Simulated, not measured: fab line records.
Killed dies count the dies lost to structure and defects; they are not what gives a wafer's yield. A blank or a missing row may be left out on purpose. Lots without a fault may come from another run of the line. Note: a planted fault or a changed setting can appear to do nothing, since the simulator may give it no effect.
A lot that was struck, set against a sound lot | flow n5-finfet | 15 steps out of a route of 1938
Sound: these wafers, L564.1, L564.3, L564.5. Struck: wafer L562.5. (L562.1, L562.6 of the same lot were not struck and are left out.) The cause comes at the end.
At each step with rows: each side's tool, then ch and its chambers, then its first start. Under that, the readings that differ: sound wafers | struck wafers | difference of the means | sigmas: that difference in standard deviations of wafers without a fault.
alike: a reading whose means differ by less than 2 such deviations, as well as words and numbers matching on both sides. not compared: withheld readings; readings where some wafer has no value; bounds like >300 that might hide an equal value; numbers whose values overlap and for which the record gives no deviation.
A row with sigmas, a row that says differs or no value, or rows on one side alone: a step with any of these is where the two part. Non-overlapping numbers with no deviation appear without sigmas and do not part them. A reading missing from all wafers of one side parts the sides only when that side holds two or more wafers.

first, 2 steps without rows for these wafers: N5_BEOL_M2_PEB_09 (peb time 60 s); N5_BEOL_M2_DEVELOP_10 (develop time 30 s).
N5_BEOL_M2_CD_MEAS_11: target cd 16.79 nm.
  sound on cd-sem-01 ch 0, day 9 21:53; struck on cd-sem-01 ch 0, day 9 06:56
  reading    | sound             | struck | difference | sigmas
  cd-nm (nm) | 16.92 16.97 17.14 | 16.54  | -0.47      | -2
N5_BEOL_M2_OVL_MEAS_12:
  sound on overlay-02 ch 0, day 9 21:55; struck on overlay-02 ch 0, day 9 06:59
  alike: M2_OVL
N5_BEOL_M2_INSPECT_13: inspects for defects (brightfield).
  sound on defect-inspect-02, day 9 21:58; struck on defect-inspect-01, day 9 07:02
  alike: raw-defect-count
N5_BEOL_M2_DESCUM_16: chemistry O2, time 7 s.
  sound on rie-diel-04 ch 0,1,2, day 9 22:25; struck on rie-diel-04 ch 2, day 9 07:04
  alike: drypump-motor-current-A, oes-product-au, rf-vpp-V, showerhead-plenum-p-Torr, throttle-valve-pct
  not compared: rf-hours-counter-h
N5_BEOL_M2_ETCH_74: etches underlayer in N2/H2, target depth 6.5 nm, time 5.2 s.
  sound on rie-diel-04 ch 0,1,2, day 9 22:26; struck on rie-diel-04 ch 2, day 9 07:06
  alike: drypump-motor-current-A, etch-rf-on-time-s, oes-product-au, rf-vpp-V, showerhead-plenum-p-Torr, throttle-valve-pct
  not compared: rf-hours-counter-h
then, 1 step without rows for these wafers: N5_BEOL_M2_ETCH_63 (etches SiARC in CF4, target depth 15.6 nm, time 26 s).
N5_BEOL_M2_ETCH_64: etches SOC in N2/H2, target depth 75 nm, overetch 22.5 nm, time 121.9 s.
  sound on rie-diel-04 ch 0,1,2, day 9 22:29; struck on rie-diel-04 ch 2, day 9 07:09
  alike: drypump-motor-current-A, oes-product-au, rf-vpp-V, showerhead-plenum-p-Torr, throttle-valve-pct
  not compared: rf-hours-counter-h
then, 2 steps without rows for these wafers: N5_BEOL_M2_STRIP_65 (strips in N2/H2); N5_BEOL_M2_STRIP_75 (strips in N2/H2).
N5_BEOL_M2_STRIP_66: strips in CF4.
  sound on rie-diel-04 ch 0,1,2, day 9 22:37; struck on rie-diel-04 ch 2, day 9 07:17
  alike: drypump-motor-current-A, oes-product-au, rf-vpp-V, showerhead-plenum-p-Torr, throttle-valve-pct
  not compared: rf-hours-counter-h
N5_BEOL_M2_HM_OPEN_17: chemistry Cl2/BCl3, target TiN, target depth 20 nm, overetch 6 nm.
  sound on rie-metal-03 ch 0, day 9 22:40; struck on rie-metal-01 ch 0, day 9 07:19
  reading                                  | sound      | struck | difference | sigmas
  model.SOC_of_BEOL_M2_COAT_61.thk-nm (nm) | 52 52 51.8 | 51.6   | -0.3       |
  alike: drypump-motor-current-A, oes-product-au, throttle-valve-pct
  not compared: rf-hours-counter-h
N5_BEOL_M2_STRIP_19: strips in O2.
  sound on rie-diel-01 ch 2,3, day 9 22:49; struck on rie-diel-01 ch 1, day 9 07:26
  alike: drypump-motor-current-A, oes-product-au, rf-vpp-V, showerhead-plenum-p-Torr, throttle-valve-pct
  not compared: rf-hours-counter-h
N5_BEOL_M4_RC_MEAS_101:
  sound on prober-01 ch 0, day 11 03:11; struck on prober-01 ch 0, day 10 11:02
  alike: DIBL_N, DIBL_P, IOFF_N, IOFF_P, ION_N, ION_P, SS_N, SS_P, VT_N, VT_P

WHERE THEY PART
Only at N5_BEOL_M2_CD_MEAS_11, as far as this record shows. Later steps at which nothing parts them and some readings are alike: N5_BEOL_M2_OVL_MEAS_12, N5_BEOL_M2_INSPECT_13, N5_BEOL_M2_DESCUM_16, N5_BEOL_M2_ETCH_74, N5_BEOL_M2_ETCH_64, N5_BEOL_M2_STRIP_66, N5_BEOL_M2_HM_OPEN_17, N5_BEOL_M2_STRIP_19, N5_BEOL_M4_RC_MEAS_101.

WHY: what the simulator had put in
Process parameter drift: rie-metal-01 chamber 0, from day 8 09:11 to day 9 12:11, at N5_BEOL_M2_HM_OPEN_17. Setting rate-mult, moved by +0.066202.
